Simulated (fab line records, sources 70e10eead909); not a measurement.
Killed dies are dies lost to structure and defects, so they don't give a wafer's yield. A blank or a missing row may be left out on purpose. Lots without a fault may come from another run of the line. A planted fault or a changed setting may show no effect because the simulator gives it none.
Problem report in the 8D (eight disciplines) form, filled by code | flow nand_harc | the parts of the form that need people (team, actions taken, sign-off) are left out

1. THE PROBLEM
thk_nm at NHARC_A_ONON_D1_THK_MEAS_02 reads a mean of 1635 nm on 6 wafers of 2 lots; wafers without a fault read 999 nm with a standard deviation of 9.6. That is +66 standard deviations from the usual mean.
The step: measures by ellipsometry.
First seen on wafer L349.1, day 11 05:46, on film_metro-02. The record holds 36 wafers of 12 lots with a number at this step. Rule for "out", or "out of limits": more than 4 standard deviations from the usual mean. The other wafers with a number count as sound.

2. WHAT IT IS AND WHAT IT IS NOT
question                    | is                     | is not
which readings at this step | thk_nm                 | -
which lots                  | L349, L350             | L340, L341, L342, L346, L347, L357, L358, L359, L361, L363
which wafers of those lots  | all that have a number | -
read on which gauges        | film_metro-02          | film_metro-01
when                        | from day 11 05:46      | up to then (15 sound wafers); but 15 sound wafers of L357, L358, L359, L361, L363 came after

3. SUSPECTS, AND WHAT RULES EACH OUT
Counting: a tool at a process step up to the reading stays a suspect if it ran every lot that is out and no sound lot after the first of them.
- the gauge at NHARC_A_ONON_D1_THK_MEAS_02: kept. All the wafers that are out were read on film_metro-02, and no step on other tools shows them out.
- pecvd_onon-01 at NHARC_A_ONON_D1_DEP_00 (target thk 1000 nm): ruled out as a lasting fault. Sound lots L357, L358, L363 ran on it after its first lot that is out, L349 (day 11 05:15).
Left after counting: film_metro-02 at NHARC_A_ONON_D1_THK_MEAS_02.

4. THE CAUSE (what the simulator had put in)
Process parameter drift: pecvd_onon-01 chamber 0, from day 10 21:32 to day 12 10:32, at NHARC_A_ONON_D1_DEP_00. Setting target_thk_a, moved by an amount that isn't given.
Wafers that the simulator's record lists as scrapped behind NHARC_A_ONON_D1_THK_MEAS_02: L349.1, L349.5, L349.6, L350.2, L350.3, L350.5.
Counting ruled it out, wrongly: the rule takes a fault to strike every lot that its tool runs from its start on, and this one did not.

5. THE CHAIN OF EFFECTS, in route order
Each row: a reading whose mean over the struck wafers that have a number lies more than 3 standard deviations from the usual. Only readings for which the record gives a usual standard deviation are gone through. hours: the time from each lot's start at the first step in this table that gives one to its start at this step, as a median over the lots. sigmas: the change in usual standard deviations.
hours | step                        | reading | usual  | on struck wafers | change | sigmas
0     | NHARC_A_ONON_D1_THK_MEAS_02 | thk_nm  | 999 nm | 1635             | +636   | +66

6. WHAT WOULD HAVE CAUGHT IT SOONER
In this record the first reading out of limits at a measuring or inspecting step was taken at day 11 05:46, 8 hours after the fault began at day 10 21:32.
Of the tool readings at NHARC_A_ONON_D1_DEP_00 for which the record gives a usual standard deviation, none was out on any struck wafer, so an alarm limit of 4 standard deviations on them would not have fired.
